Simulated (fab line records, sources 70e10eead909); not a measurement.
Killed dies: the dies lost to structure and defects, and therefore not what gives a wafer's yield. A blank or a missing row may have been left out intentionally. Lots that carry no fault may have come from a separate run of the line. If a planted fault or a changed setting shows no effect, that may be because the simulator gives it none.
What tool caused it? ; flow nandHarc ; 12 lots with 36 wafers sampled at 6 steps, on a route of 1302 steps

WHAT EACH GAUGE READ, for each wafer
NHARC_P_STI_INSPECT_11.
lot;measured;on;rawDefectCount
L498;day 2 21:04;defectInspect-01;4 7 8
L501;day 4 01:22;defectInspect-02;9 4 3
L503;day 4 21:49;defectInspect-01;4 4 5
L504;day 5 10:13;defectInspect-01;2 6 3
L506;day 6 02:53;defectInspect-02;5 6 9
L508;day 6 23:29;defectInspect-02;7 9 3
L510;day 7 20:37;defectInspect-02;791 726 731
L511;day 8 04:33;defectInspect-02;716 772 736
L518;day 11 07:23;defectInspect-01;2 7 1
L519;day 11 18:10;defectInspect-02;4 11 6
L520;day 11 22:28;defectInspect-02;6 6 7
L521;day 12 09:35;defectInspect-01;8 10 5

NHARC_END_SORT_01.
lot;measured;on;killedAtArray;killedAtOther;killedAtPeriphery;killedDies;killedOpen;killedShort
L510;day 29 16:45;prober-02;43 41 36;0 2 0;437 415 440;480 458 476;3 2 2;3 3 1
L511;day 29 16:42;prober-01;27 42 29;0 0 0;424 423 427;451 465 456;1 0 4;0 3 0

WHICH TOOL RAN EACH LOT (tool, then ch and the chambers of the sampled wafers, then the start)
lot;NHARC_P_STI_OXIDE_29;NHARC_P_GATE_ALD_36;NHARC_P_GATE_DESCUM_61;NHARC_P_GATE_STRIP_76
L498;furnace-07 ch 0, day 2 08:46;aldSin-02 ch 0,2,3, day 5 07:25;rieDiel-09 ch 1,2,3, day 5 19:54;plasmaAsher-02 ch 0,1, day 5 20:31
L501;furnace-02 ch 0, day 3 14:01;aldSin-02 ch 0,1,2, day 6 10:03;rieDiel-10 ch 0,1,2, day 6 21:25;plasmaAsher-01 ch 0,1, day 6 22:04
L503;furnace-01 ch 0, day 4 10:28;aldSin-03 ch 0,2,3, day 7 07:33;rieDiel-10 ch 0,1,2, day 7 16:53;plasmaAsher-02 ch 0,1, day 7 17:31
L504;furnace-02 ch 0, day 4 22:51;aldSin-02 ch 0,1,3, day 7 14:18;rieDiel-10 ch 0,1,2, day 8 01:44;plasmaAsher-01 ch 0,1, day 8 02:23
L506;furnace-07 ch 0, day 5 15:36;aldSin-02 ch 0,1, day 8 05:44;rieDiel-09 ch 0,2,3, day 8 18:24;plasmaAsher-01 ch 0,1, day 8 19:01
L508;furnace-01 ch 0, day 6 12:14;aldSin-04 ch 1,2, day 9 07:40;rieDiel-10 ch 1,2, day 9 20:14;plasmaAsher-01 ch 0,1, day 9 20:52
L510;furnace-07 ch 0, day 7 09:11;aldSin-03 ch 0,1,2, day 10 06:56;rieDiel-09 ch 1,2,3, day 10 19:19;plasmaAsher-01 ch 0,1, day 10 19:58
L511;furnace-07 ch 0, day 7 17:14;aldSin-04 ch 0,1,3, day 10 08:09;rieDiel-10 ch 1,2, day 10 19:38;plasmaAsher-02 ch 0,1, day 10 20:18
L518;furnace-01 ch 0, day 10 20:03;aldSin-03 ch 0,1,3, day 13 15:29;rieDiel-13 ch 0,1, day 14 03:46;plasmaAsher-01 ch 0,1, day 14 04:25
L519;furnace-07 ch 0, day 11 05:52;aldSin-02 ch 0,2, day 14 06:08;rieDiel-10 ch 0,3, day 14 18:30;plasmaAsher-01 ch 0,1, day 14 19:11
L520;furnace-07 ch 0, day 11 11:09;aldSin-04 ch 1,2, day 14 05:22;rieDiel-10 ch 2,3, day 14 17:51;plasmaAsher-02 ch 0,1, day 14 18:29
L521;furnace-07 ch 0, day 11 22:16;aldSin-03 ch 0,2,3, day 14 15:29;rieDiel-13 ch 0,3, day 15 03:44;plasmaAsher-01 ch 0,1, day 15 04:23
- NHARC_P_STI_OXIDE_29: material SiO2, target thk 10 nm, ox time 1362 s.
- NHARC_P_GATE_ALD_36: deposits SiNx, target thk 20 nm, pulse time 60 s, ald cycles 223.
- NHARC_P_GATE_DESCUM_61: chemistry O2, time 3 s.
- NHARC_P_GATE_STRIP_76: strips in O2.

AS READ BY THE TOOLS THEMSELVES (means over the sampled wafers that have a number; for cases with no such wafer, the mark the record gives instead)
NHARC_P_STI_OXIDE_29.
lot;tool;spikeTcBottomC (C);zonePowerUpperPct (%)
L498;furnace-07;917.1;17.6
L501;furnace-02;918.8;18.8
L503;furnace-01;919.6;17.8
L504;furnace-02;918.7;19.0
L506;furnace-07;918.3;17.5
L508;furnace-01;919.8;17.9
L510;furnace-07;917.1;17.6
L511;furnace-07;916.9;17.6
L518;furnace-01;919.3;17.7
L519;furnace-07;917.6;17.6
L520;furnace-07;917.8;17.7
L521;furnace-07;918.1;17.8

NHARC_P_GATE_ALD_36.
lot;tool;heaterPowerW (W);precursorPulseHeightRel
L498;aldSin-02;848;0.990
L501;aldSin-02;823;1.002
L503;aldSin-03;816;0.996
L504;aldSin-02;777;1.011
L506;aldSin-02;770;0.998
L508;aldSin-04;919;1.019
L510;aldSin-03;831;1.009
L511;aldSin-04;861;0.999
L518;aldSin-03;813;1.016
L519;aldSin-02;834;1.001
L520;aldSin-04;835;1.023
L521;aldSin-03;790;1.020

NHARC_P_GATE_DESCUM_61.
lot;tool;drypumpMotorCurrentA (A);oesProductAu (a.u.);rfVppV (V);showerheadPlenumPTorr (Torr);throttleValvePct (%)
L498;rieDiel-09;5.5;0.992;57.2;1.92;11.312
L501;rieDiel-10;6.0;0.997;57.9;1.90;11.299
L503;rieDiel-10;6.0;0.995;57.1;1.90;11.316
L504;rieDiel-10;6.0;1.005;57.5;1.90;11.316
L506;rieDiel-09;5.6;1.000;57.2;1.87;11.312
L508;rieDiel-10;6.4;1.001;57.5;1.91;11.314
L510;rieDiel-09;5.5;1.000;58.0;1.92;11.307
L511;rieDiel-10;6.3;0.998;57.5;1.91;11.310
L518;rieDiel-13;5.8;1.004;57.8;1.98;11.309
L519;rieDiel-10;5.2;0.992;58.5;2.00;11.300
L520;rieDiel-10;6.0;0.994;57.4;1.91;11.316
L521;rieDiel-13;5.4;1.002;57.7;1.86;11.314

NHARC_P_GATE_STRIP_76.
lot;tool;drypumpMotorCurrentA (A);heaterPowerW (W)
L498;plasmaAsher-02;5.5;375
L501;plasmaAsher-01;5.3;281
L503;plasmaAsher-02;5.5;376
L504;plasmaAsher-01;5.4;284
L506;plasmaAsher-01;5.5;289
L508;plasmaAsher-01;5.3;297
L510;plasmaAsher-01;5.4;288
L511;plasmaAsher-02;5.8;351
L518;plasmaAsher-01;5.3;295
L519;plasmaAsher-01;5.3;292
L520;plasmaAsher-02;5.8;356
L521;plasmaAsher-01;5.3;292

THE ANSWER, worked out from the rows above alone
Rule: the usual values come from the lots themselves. Put in order of their means at a reading, lots are off if they are a third of the lots or fewer, leave a main group of 4 or more, and stand apart from it by a gap of 3 or more times the standard deviation of the main group's means; of several such gaps the widest counts. A main group whose means are all the same, to the digits that the tables above print for the reading, isn't used. A lot without any number at a reading at which 4 lots or more have one is off too. The other lots that the step has rows for count as sound. First the gauges in route order, then the tools' own readings, where a lot's mean is used as printed above. The first step at which some lot is off is used, and at that step the reading that is off furthest; a lot without a number counts as furthest.
Off: L510, L511, at NHARC_P_STI_INSPECT_11 (rawDefectCount). Main group: mean 5.7, sd 1.4.
A tool fits if, at a process step before that reading, it ran every lot that is off, and no sound lot after the first of them. Those tools and the gauges at NHARC_P_STI_INSPECT_11 are tried in the same way. No candidate that was tried fits.

WHAT THE SIMULATOR PUT IN
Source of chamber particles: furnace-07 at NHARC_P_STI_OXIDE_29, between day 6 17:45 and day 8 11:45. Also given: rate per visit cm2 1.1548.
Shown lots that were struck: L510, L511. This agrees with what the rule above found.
